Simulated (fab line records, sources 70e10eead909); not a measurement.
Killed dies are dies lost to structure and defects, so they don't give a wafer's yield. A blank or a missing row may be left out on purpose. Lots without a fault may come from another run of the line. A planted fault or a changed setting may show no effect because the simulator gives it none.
Chamber matching | flow nand_harc | NHARC_P_GATE_ALD_36 on ald_sin-03: 4 sister chambers
The step deposits SiNx, target thk 20 nm, pulse time 60 s, ald cycles 223. 14 wafers are shown with their chamber, then 7 later ones without.

WAFERS WITH THEIR CHAMBER
wafer  | chamber | heater_power_w (W) | precursor_pulse_height_rel
L078.2 | 3       | 744                | 1.008
L078.4 | 0       | 862                | 1.044
L078.1 | 2       | 904                | 1.018
L081.2 | 1       | 1038               | 0.973
L081.4 | 3       | 733                | 1.006
L081.5 | 1       | 1009               | 1.000
L083.2 | 0       | 881                | 1.006
L083.3 | 1       | 1023               | 1.012
L083.4 | 1       | 1029               | 1.008
L087.2 | 3       | 746                | 1.029
L087.4 | 0       | 905                | 1.037
L087.3 | 1       | 1032               | 1.023
L090.4 | 3       | 738                | 1.008
L090.1 | 1       | 1036               | 0.994

SIGNATURES (means of the wafers above)
reading                    | chamber 0 | chamber 1 | chamber 2 | chamber 3 | scatter within a chamber
heater_power_w             | 882.67    | 1027.83   | 904.00    | 740.25    | 12.7
precursor_pulse_height_rel | 1.02900   | 1.00167   | 1.01800   | 1.01275   | 0.0163
Rule: a wafer's distance from a chamber is the root of the sum, over the readings, of the square of ((its reading less the chamber's mean) divided by the reading's scatter). The wafer belongs to the nearest chamber; if the next one is less than 2 further off, it can't be placed. The scatter: the root of (the sum of the squares of (reading less its chamber's mean) over the shown wafers, divided by (wafers less chambers)).

WAFERS WITHOUT THEIR CHAMBER
wafer  | heater_power_w (W) | precursor_pulse_height_rel
L090.2 | 887                | 0.998
L094.1 | 1044               | 1.007
L094.3 | 906                | 0.996
L094.5 | 768                | 1.036
L095.4 | 872                | 0.996
L095.1 | 758                | 0.968
L095.6 | 1033               | 1.004

WHICH CHAMBER EACH WENT THROUGH
wafer  | from the rows above     | in truth
L090.2 | can't be placed: 2 or 0 | 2
L094.1 | 1                       | 1
L094.3 | can't be placed: 2 or 0 | 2
L094.5 | 3                       | 3
L095.4 | can't be placed: 0 or 2 | 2
L095.1 | 3                       | 3
L095.6 | 1                       | 1
Placed correctly: 4 of 7. Can't be placed from these rows: 3 (the true chamber is among the candidates in 3). Placed wrongly: 0.
